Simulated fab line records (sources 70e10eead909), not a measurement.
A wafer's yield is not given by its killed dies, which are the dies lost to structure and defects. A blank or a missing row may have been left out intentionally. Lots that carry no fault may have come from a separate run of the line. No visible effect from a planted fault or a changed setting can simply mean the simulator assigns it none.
Chamber matching    flow nand harc    NHARC_P_BONDPAD_CMP_32 on cmp-02 has 4 sister chambers
The step polishes SiCN, target thk 200 nm. 8 wafers are shown with their chamber, then 12 later ones without.

## WAFERS, EACH WITH ITS CHAMBER
wafer   chamber  motor current A (A)  retaining ring pressure frac
L082.4  2        11.7                 1.001
L083.6  3        13.6                 1.000
L085.3  3        13.7                 0.995
L085.4  0        12.9                 1.008
L085.6  1        11.2                 1.003
L087.2  2        12.2                 1.005
L087.3  0        12.8                 1.007
L087.6  1        12.0                 0.999

## WAFERS WITH NO CHAMBER GIVEN
wafer   motor current A (A)  retaining ring pressure frac
L088.2  13.9                 0.994
L088.4  13.5                 1.003
L088.5  12.1                 1.002
L093.1  13.0                 0.998
L093.2  11.4                 0.994
L093.4  13.6                 1.001
L094.2  11.0                 1.001
L094.5  11.7                 1.012
L094.6  13.6                 0.996
L095.3  13.7                 0.998
L095.5  12.0                 1.006
L095.6  13.3                 0.995

## THE CHAMBER EACH PASSED THROUGH
wafer   from the rows above           in truth
L088.2  3                             3
L088.4  can't be placed: 3 or 0       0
L088.5  can't be placed: 2 or 1       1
L093.1  can't be placed: 3 or 0 or 2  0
L093.2  can't be placed: 1 or 2       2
L093.4  can't be placed: 3 or 0       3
L094.2  can't be placed: 1 or 2       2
L094.5  can't be placed: 2 or 0 or 1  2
L094.6  3                             3
L095.3  3                             3
L095.5  can't be placed: 2 or 1 or 0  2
L095.6  3                             3
Correct placement for 4 of the 12. Cannot be placed on the basis of these rows: 8; the candidates contain the true chamber in 8. 0 placed wrongly.
How it was worked out, from the rows above alone: a wafer's distance from a chamber is the root of the sum, over the readings, of the square of ((its reading less the chamber's mean) divided by the reading's scatter). If the next closest chamber is less than 2 further off than the closest, the wafer can't be placed; otherwise it belongs to the closest. A chamber's mean is the mean of its shown wafers. The scatter is the square root of a quotient: the sum, over the shown wafers, of each reading's squared deviation from its chamber's mean, divided by wafers minus chambers.
